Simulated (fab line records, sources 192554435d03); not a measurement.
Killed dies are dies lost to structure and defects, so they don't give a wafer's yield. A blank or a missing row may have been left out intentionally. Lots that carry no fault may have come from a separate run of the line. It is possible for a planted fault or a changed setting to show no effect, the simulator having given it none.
Comparing a struck lot with a sound one :: flow n5 finfet :: 15 steps out of a route of 1938
Sound: the wafers L592.1, L592.2, L592.4. Struck: wafer L574.6. (L574.4, L574.5 of the same lot were not struck and are left out.) The cause comes at the end.
Order at every step that has rows: each side's tool, ch and its chambers, its first start. Under that, the readings that differ: sound wafers :: struck wafers :: difference of the means :: sigmas: that difference in standard deviations of wafers without a fault.
alike: words and numbers the same on both sides, and readings whose means are apart by under 2 such deviations; not compared: readings that were withheld, readings missing a value for some wafer, numbers with overlapping values and no deviation given by the record, and bounds like >300 which may hide the same value.
A row with sigmas, a row that says differs or no value, or rows on one side alone: a step with any of these is where the two part. Numbers that don't overlap but have no deviation are shown without sigmas and don't part them. A reading that every wafer of one side lacks parts them only if that side has two wafers or more.

N5_BEOL_M11_VIA_ETCH_34: etches SiCOH lowk in C4F6/O2, target depth 184.5 nm, time 69.2 s.
  sound on rie diel-03 ch 0,2, day 18 01:20; struck on rie diel-01 ch 0, day 12 20:35
  alike: O2_flow_sccm, drypump motor current A, oes_o_777_au, oes product au, rf vpp V, showerhead plenum p Torr, throttle valve pct
  not compared: rf hours counter h
then, 1 step without rows for these wafers: N5_BEOL_M11_STRIP_73 (strips in C4F6/O2).
N5_BEOL_M11_STRIP_36: strips in N2/H2.
  sound on rie diel-03 ch 0,2, day 18 01:25; struck on rie diel-01 ch 0, day 12 20:39
  alike: drypump motor current A, oes product au, rf vpp V, showerhead plenum p Torr, throttle valve pct
  not compared: rf hours counter h
then, 1 step without rows for these wafers: N5_BEOL_M11_TRENCH_ETCH_37 (etches SiCOH lowk in C4F6/O2, target depth 148.83 nm, time 48 s).
N5_BEOL_M11_ETCH_41: etches SiCN in CH3F/O2, target depth 42.6 nm, time 86 s.
  sound on rie diel-03 ch 0,2; struck on rie diel-01 ch 0
  alike: O2_flow_sccm, drypump motor current A, oes product au, rf vpp V, showerhead plenum p Torr, throttle valve pct
  not compared: rf hours counter h
N5_BEOL_M11_STRIP_77: strips in N2/H2, time 10 s.
  sound on rie diel-03 ch 0,2; struck on rie diel-01 ch 0
  alike: drypump motor current A, oes product au, rf vpp V, showerhead plenum p Torr, throttle valve pct
  not compared: rf hours counter h
N5_BEOL_M11_OCD_MEAS_38:
  sound on ocd-02 at day 18 01:38; struck on ocd-01 at day 12 20:52
  alike: trench depth nm
then, 4 steps without rows for these wafers: N5_BEOL_M11_HM_STRIP_39 (strips TiN in peroxide tin strip, target depth 25 nm, time 158 s); N5_BEOL_M11_SRD_40 (time 30 s); N5_BEOL_M11_PRECLEAN_42 (cleans in residue remover, time 60 s); N5_BEOL_M11_SRD_43 (time 30 s).
N5_BEOL_M11_CD_MEAS_35 targets a cd of 70 nm.
  sound on cd sem-01 at day 18 01:47; struck on cd sem-02 at day 12 21:02
  alike: cd nm
N5_BEOL_M11_CURE_72: cures SiCOH lowk, time 120 s.
  sound on uv cure-01 ch 0, day 18 01:49; struck on uv cure-01 ch 2, day 12 21:13
reading: lamp power pct (%)
sound: 52.37 52.36 52.42
struck: 52.24
difference: -0.14
sigmas: -3

reading: run length s (s)
sound: 177.9 177.4 177.5
struck: 207.5
difference: +29.9
sigmas: +32
  alike: wafer_temp_C_max
N5_BEOL_M11_DEGAS_44: time 60 s.
  sound on pvd sputter-01 at day 18 02:20; struck on pvd sputter-01 at day 12 21:26
  alike: heater power w, susceptor temp C
following that, these wafers have no rows for 1 step: N5_PASSIVATION_PROBE_49.

## WHERE THEY PART
Only at N5_BEOL_M11_CURE_72, within this record. Later steps at which nothing parts them and some readings are alike: N5_BEOL_M11_DEGAS_44.

WHY: whatever the simulator had introduced
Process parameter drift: uv cure-01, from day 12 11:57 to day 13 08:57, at N5_BEOL_M11_CURE_72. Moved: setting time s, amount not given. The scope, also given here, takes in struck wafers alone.
